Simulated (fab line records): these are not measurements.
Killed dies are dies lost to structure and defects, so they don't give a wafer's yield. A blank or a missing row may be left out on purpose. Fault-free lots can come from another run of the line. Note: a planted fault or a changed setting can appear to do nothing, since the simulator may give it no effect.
fab line records | flow n5_finfet
record lots=7 | wafers=21
route steps=1938 shown PASSIVATION@1910
start_h: hours from the record's first day to the start of the lot's first wafer shown | wait_h: how many hours have passed since the lot's step before this one | " identical to the entry in the row above | L1.1+2: several wafers, shown together as one row | - either no value or no given start | * or withheld: withheld | < > ~ a bound
route shown NAME@n: a module of which the file shows steps, and the number in the route of the first | usual: average and standard deviation across the fault-free wafers | same: alike in all rows | chamber/n: place in a boat | sites: readings site by site | _std_site: standard deviation across them | _edge_site: inner sites' mean taken away from outer sites' mean | radius_mm: how far each site lies from the wafer's centre | mask NAME#n: copy n | behind: the tool/chamber that last shaped the wafer | hold: the reason the lot was held/the length of the hold in hours/how it ended | device: whichever transistor did not switch (one of n, p or np) | end of line: at the end of the route, the tests of the same wafers | step lacking rows: just its recipe | killed: count of dies lost to structure and defects at first sort (not the wafer's yield) | map: the dies of a wafer, with x for killed, . for not killed, _ for no die there
set.NAME: setting as actually run; set.NAME@STEP: the setting as run at that earlier step | model.NAME: the simulator's own value behind a step, which no gauge read
lots run with intentionally changed settings; tables by step, rows by wafer
## steps
# step N5_PASSIVATION_ETCH_59
# recipe chemistry=Cl2/BCl3 | target=TaN | target_depth_a=650 | time_s=34.9 | ion_energy_ev=100 | pressure_mtorr=10 | icp_w=900 | bias_w=100 | Cl2_flow_sccm=60 | bcl3_flow_sccm=30
lot.wafer | tool         | chamber | start_h | wait_h | set.time_s | model.etch.depth_nm
L079.2    | rie_metal-01 | 0       | 315.17  | 0.3    | 34.9       | 63.64
L079.3    | "            | 0       | "       | "      | 34.9       | 63.38
L079.4    | "            | 1       | "       | "      | 34.9       | 68.4
L081.3    | rie_metal-02 | 1       | 331.78  | 0.2    | 34.9       | 70.82
L081.5    | "            | 0       | "       | "      | 34.9       | 66.41
L081.6    | "            | 1       | "       | "      | 42.31      | 86.18
L085.1    | rie_metal-03 | 0       | 356.27  | 0.3    | 34.9       | 67.28
L085.4    | "            | 1       | "       | "      | 34.9       | 67.82
L085.6    | "            | 1       | "       | "      | 34.9       | 67.93
L088.2    | rie_metal-03 | 1       | 361.37  | 0.3    | 30.45      | 59.12
L088.3    | "            | 1       | "       | "      | 34.9       | 67.65
L088.4    | "            | 0       | "       | "      | 30.45      | 59.69
L089.2    | rie_metal-02 | 0       | 370.34  | 0.3    | 38.82      | 73.25
L089.5    | "            | 0       | "       | "      | 38.82      | 73.24
L089.6    | "            | 1       | "       | "      | 34.9       | 70.31
L094.2    | rie_metal-03 | 0       | 397.30  | 0.3    | 38.9       | 75.48
L094.3    | "            | 1       | "       | "      | 38.9       | 76
L094.4    | "            | 0       | "       | "      | 38.9       | 75.71
L096.1    | rie_metal-02 | 0       | 431.96  | 0.3    | 30.91      | 59.14
L096.2    | "            | 1       | "       | "      | 34.9       | 70.94
L096.4    | "            | 0       | "       | "      | 30.91      | 58.89
## key
split step=N5_PASSIVATION_ETCH_59 | setting=time_s | stated=34.9 | by=wafer
response step=N5_PASSIVATION_ETCH_59 | reading=model.etch.depth_nm | change=+0.744 | per=1% | r=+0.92
